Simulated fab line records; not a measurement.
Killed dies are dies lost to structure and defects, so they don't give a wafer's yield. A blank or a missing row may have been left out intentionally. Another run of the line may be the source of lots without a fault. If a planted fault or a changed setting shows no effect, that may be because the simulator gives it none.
fab line records	flow n5_finfet	part 2 of 2: steps 5 to 6 of 6
record: lots: 24	wafers: 72	last_day: 19
route steps=1938 shown FIN_CUT@169 STI_FIN_REVEAL@204 DUMMY_GATE@240 SPACER0@261
lots that met no fault: taken from a fault-free run of the same line
start_h: the number of hours between the record's first day and the start of the first shown wafer of the lot	wait_h: how many hours have passed since the lot's step before this one	" the same as in the row above	L1.1+2: one row covering several wafers at once	- no value, or no start was given	* or withheld: withheld	< > ~ a bound
route shown NAME@n: NAME is a module with steps in the file, n the number in the route of the first one	usual: the fault-free wafers' mean and standard deviation	same: alike in all rows	chamber/n: place in a boat	sites: the reading at each site	_std_site: the standard deviation of these	_edge_site: mean of outer sites minus mean of inner sites	radius_mm: how far each site lies from the wafer's centre	mask NAME#n: copy n	behind: tool/chamber where the wafer was last shaped	hold: why the lot went on hold/how many hours it stayed there/how the hold came to an end	device: transistor that didn't switch, given as n, p or np	end of line: the same wafers' tests at the end of the route	a step given without rows: its recipe and nothing more	killed: count of dies lost to structure and defects at first sort (not the wafer's yield)	map: dies across one wafer; x = killed, . = not, _ = none there
set.NAME: the setting that was run; set.NAME@STEP: the one run at that earlier step	model.NAME: the simulator's own value behind a step, which no gauge read
route steps across a sampled set of lots; one table per step, one row per wafer
services: from which hour (start_h, from the record's first day; less than 0 if before it) a tool's chamber was out of use, for how many hours, and why
== steps ==
step: N5_DUMMY_GATE_ETCH_23
recipe: chemistry: HBr/Cl2/O2	HBr_flow_sccm: 150	Cl2_flow_sccm: 80	O2_flow_sccm: 12	bias_w: 102	target_depth_a: 410	time_s: 22.3	target: poly-Si	mask_material: SiO2	pressure_mtorr: 10	icp_w: 800
usual: drypump_motor_current_A: 5.9/0.48	mfc_cl2_sccm: 79.98/0.24	oes_product_au: 0.996/0.016	throttle_valve_pct: 37.06/0.27
lot.wafer	tool	chamber	start_h	wait_h	drypump_motor_current_A	mfc_cl2_sccm	oes_product_au	rf_hours_counter_h	throttle_valve_pct
L074.2	rie_si-01	2	53.05	0.0	6.2	80.21	1.018	139	37.16
L074.3	"	0	"	"	5.7	80.14	1.006	27	36.94
L074.6	"	0	"	"	5.7	80.14	1.007	-	36.94
L075.2	rie_si-03	0	53.38	0.0	5.5	79.84	0.992	63	37.46
L075.3	"	2	"	"	6.7	80.16	0.966	2	37.30
L075.5	"	0	"	"	5.4	79.82	0.985	-	37.46
L076.1	rie_si-01	1	62.93	0.0	5.4	79.94	1.017	1	37.27
L076.4	"	3	"	"	6.7	80.25	0.988	5	36.52
L076.5	"	2	"	"	6.2	80.51	1.023	-	37.19
L077.3	rie_si-03	0	69.30	0.0	5.4	79.81	1.011	64	37.45
L077.5	"	2	"	"	6.7	79.93	0.989	-	37.27
L077.6	"	3	"	"	5.4	79.90	1.018	-	36.91
L078.1	rie_si-03	0	78.31	0.0	5.4	80.04	1.002	64	37.44
L078.2	"	1	"	"	6.0	80.02	1.008	193	36.78
L078.3	"	2	"	"	6.7	79.71	0.987	2	37.29
L079.2	rie_si-01	3	79.83	0.0	6.7	79.73	0.985	5	36.53
L079.4	"	2	"	"	6.2	79.83	1.013	139	37.18
L079.6	"	2	"	"	6.2	79.44	1.014	-	37.18
L081.2	rie_si-05	2	87.95	0.0	5.9	79.92	0.999	74	36.91
L081.3	"	1	"	"	5.4	79.85	0.993	131	36.90
L081.5	"	0	"	"	5.9	80.11	0.995	-	37.11
L080.1	rie_si-01	2	90.00	0.0	6.2	79.83	1.016	139	37.19
L080.2	"	1	"	"	5.4	79.85	1.007	2	37.28
L080.6	"	0	"	"	5.7	79.84	1.007	-	36.94
L082.4	rie_si-05	2	97.64	0.0	5.9	79.98	0.987	74	36.92
L082.5	"	0	"	"	5.9	80.51	0.987	-	37.09
L082.6	"	1	"	"	5.4	79.98	0.986	-	36.91
L083.2	rie_si-03	1	104.05	0.0	6.0	79.81	0.990	193	36.79
L083.3	"	2	"	"	6.7	79.57	0.979	3	37.27
L083.5	"	0	"	"	5.4	79.91	0.999	-	37.45
L084.1	rie_si-05	0	108.84	0.0	5.8	80.10	0.994	156	37.10
L084.4	"	1	"	"	5.4	80.18	0.991	131	36.89
L084.6	"	3	"	"	5.3	80.06	1.022	-	37.35
L085.2	rie_si-05	3	115.41	0.0	5.4	79.72	1.012	137	37.35
L085.3	"	1	"	"	5.4	80.25	0.989	132	36.87
L085.6	"	0	"	"	5.8	79.93	0.980	-	37.10
L086.2	rie_si-01	1	119.71	0.0	5.4	79.99	1.024	2	37.27
L086.3	"	0	"	"	5.7	79.84	1.019	28	36.94
L086.4	"	3	"	"	6.7	79.81	0.981	6	36.51
L087.1	rie_si-03	3	126.47	0.0	5.4	80.18	0.999	181	36.94
L087.2	"	1	"	"	6.0	79.94	0.994	194	36.79
L087.6	"	3	"	"	5.4	79.72	1.010	-	36.92
L088.2	rie_si-05	1	133.77	0.0	5.4	80.28	0.988	132	36.91
L088.5	"	0	"	"	5.8	79.78	0.989	-	37.10
L088.6	"	1	"	"	5.4	80.09	0.991	-	36.89
L089.2	rie_si-01	0	137.06	0.0	5.8	79.58	0.996	28	36.94
L089.4	"	1	"	"	5.4	79.83	1.013	3	37.28
L089.5	"	2	"	"	6.2	80.00	1.009	-	37.19
L090.2	rie_si-03	0	144.42	0.0	5.4	80.44	1.011	65	37.45
L090.3	"	1	"	"	6.0	80.04	0.993	194	36.80
L090.4	"	3	"	"	5.4	79.56	1.004	181	36.92
L091.3	rie_si-01	0	152.32	0.0	5.7	79.95	1.000	28	36.94
L091.4	"	2	"	"	6.2	79.80	1.022	140	37.16
L091.6	"	1	"	"	5.4	79.74	1.010	-	37.26
L092.4	rie_si-03	0	160.14	0.0	5.5	79.83	0.997	-	37.46
L092.5	"	3	"	"	5.4	79.91	0.988	-	36.92
L092.6	"	2	"	"	6.7	80.10	0.968	-	37.28
L093.1	rie_si-01	2	162.80	0.0	6.2	80.39	1.014	140	37.18
L093.2	"	1	"	"	5.4	79.83	1.009	3	37.28
L093.4	"	3	"	"	6.7	80.21	0.984	7	36.52
L094.1	rie_si-01	2	169.99	0.0	6.2	80.09	1.017	141	37.18
L094.2	"	0	"	"	5.8	80.03	1.004	29	36.93
L094.3	"	3	"	"	6.6	79.77	0.975	7	36.52
L095.1	rie_si-05	3	173.33	0.0	5.4	79.69	1.020	138	37.35
L095.4	"	0	"	"	5.8	79.63	0.988	157	37.11
L095.5	"	0	"	"	5.9	80.15	0.991	-	37.08
L096.3	rie_si-03	1	184.85	0.0	6.0	79.79	0.961	0	36.82
L096.5	"	2	"	"	6.7	79.98	0.971	-	37.28
L096.6	"	1	"	"	6.0	79.81	0.965	-	36.81
L097.1	rie_si-03	2	186.74	0.0	6.7	80.26	0.968	5	37.29
L097.5	"	2	"	"	6.7	80.11	0.968	-	37.30
L097.6	"	3	"	"	5.4	80.40	0.990	-	36.92
step: N5_SPACER0_INSPECT_04
recipe: inspect_instrument: darkfield	mode: post_dep
usual: raw_defect_count: 138/32
lot.wafer	tool	chamber	start_h	wait_h	raw_defect_count
L074.2	defect_inspect-01	-	54.35	0.1	135
L074.3	"	-	"	"	88
L074.6	"	-	"	"	123
L075.2	defect_inspect-01	-	54.89	0.1	98
L075.3	"	-	"	"	121
L075.5	"	-	"	"	146
L076.1	defect_inspect-02	-	63.99	0.1	108
L076.4	"	-	"	"	107
L076.5	"	-	"	"	119
L077.3	defect_inspect-01	-	70.36	0.1	165
L077.5	"	-	"	"	113
L077.6	"	-	"	"	119
L078.1	defect_inspect-02	-	79.56	0.1	168
L078.2	"	-	"	"	138
L078.3	"	-	"	"	160
L079.2	defect_inspect-01	-	80.89	0.1	133
L079.4	"	-	"	"	170
L079.6	"	-	"	"	178
L081.2	defect_inspect-02	-	89.01	0.1	223
L081.3	"	-	"	"	194
L081.5	"	-	"	"	193
L080.1	defect_inspect-01	-	92.94	0.1	150
L080.2	"	-	"	"	117
L080.6	"	-	"	"	127
L082.4	defect_inspect-01	-	98.97	0.1	167
L082.5	"	-	"	"	226
L082.6	"	-	"	"	169
L083.2	defect_inspect-01	-	105.51	0.1	131
L083.3	"	-	"	"	102
L083.5	"	-	"	"	149
L084.1	defect_inspect-02	-	110.76	0.1	173
L084.4	"	-	"	"	134
L084.6	"	-	"	"	116
L085.2	defect_inspect-02	-	116.48	0.1	126
L085.3	"	-	"	"	118
L085.6	"	-	"	"	152
L086.2	defect_inspect-01	-	120.77	0.1	116
L086.3	"	-	"	"	147
L086.4	"	-	"	"	145
L087.1	defect_inspect-01	-	129.08	0.1	157
L087.2	"	-	"	"	94
L087.6	"	-	"	"	121
L088.2	defect_inspect-02	-	135.25	0.1	140
L088.5	"	-	"	"	133
L088.6	"	-	"	"	134
L089.2	defect_inspect-01	-	138.29	0.1	120
L089.4	"	-	"	"	141
L089.5	"	-	"	"	167
L090.2	defect_inspect-02	-	145.48	0.1	168
L090.3	"	-	"	"	162
L090.4	"	-	"	"	107
L091.3	defect_inspect-02	-	153.38	0.1	86
L091.4	"	-	"	"	83
L091.6	"	-	"	"	99
L092.4	defect_inspect-01	-	161.18	0.1	167
L092.5	"	-	"	"	116
L092.6	"	-	"	"	136
L093.1	defect_inspect-02	-	163.86	0.1	111
L093.2	"	-	"	"	87
L093.4	"	-	"	"	151
L094.1	defect_inspect-02	-	171.05	0.1	105
L094.2	"	-	"	"	174
L094.3	"	-	"	"	192
L095.1	defect_inspect-02	-	174.39	0.1	149
L095.4	"	-	"	"	164
L095.5	"	-	"	"	151
L096.3	defect_inspect-02	-	185.91	0.1	138
L096.5	"	-	"	"	112
L096.6	"	-	"	"	95
L097.1	defect_inspect-02	-	188.69	0.1	108
L097.5	"	-	"	"	88
L097.6	"	-	"	"	117
== services ==
tool	chamber	start_h	hours	kind
rie_diel-01	-	17.80	4.0	pm
rie_si-03	3	29.62	23.7	repair
rie_si-03	1	30.78	2.8	repair
rie_diel-03	3	40.81	3.0	repair
plasma_asher-02	-	41.10	2.8	pm
rie_diel-01	1	60.30	3.8	repair
rie_si-01	-	68.66	2.8	pm
rie_diel-03	2	73.79	3.4	repair
plasma_asher-01	-	79.42	4.2	repair
rie_diel-02	2	88.89	6.0	repair
rie_diel-03	0	96.09	2.1	repair
rie_diel-02	3	99.93	-	clean
rie_diel-02	3	99.93	-	consumable_replace:focus_ring
rie_diel-02	3	99.93	-	consumable_replace:showerhead
rie_diel-02	3	99.93	17.9	scheduled_down
rie_diel-02	3	99.93	17.9	vent_cycle
rie_diel-03	1	123.37	2.8	repair
rie_diel-01	1	129.06	5.2	repair
plasma_asher-01	-	129.65	14.6	pm
rie_si-01	0	142.39	6.1	repair
rie_si-03	3	147.09	4.6	repair
rie_diel-01	1	149.61	2.3	repair
rie_diel-01	2	150.61	2.8	repair
rie_si-03	0	167.12	1.8	repair
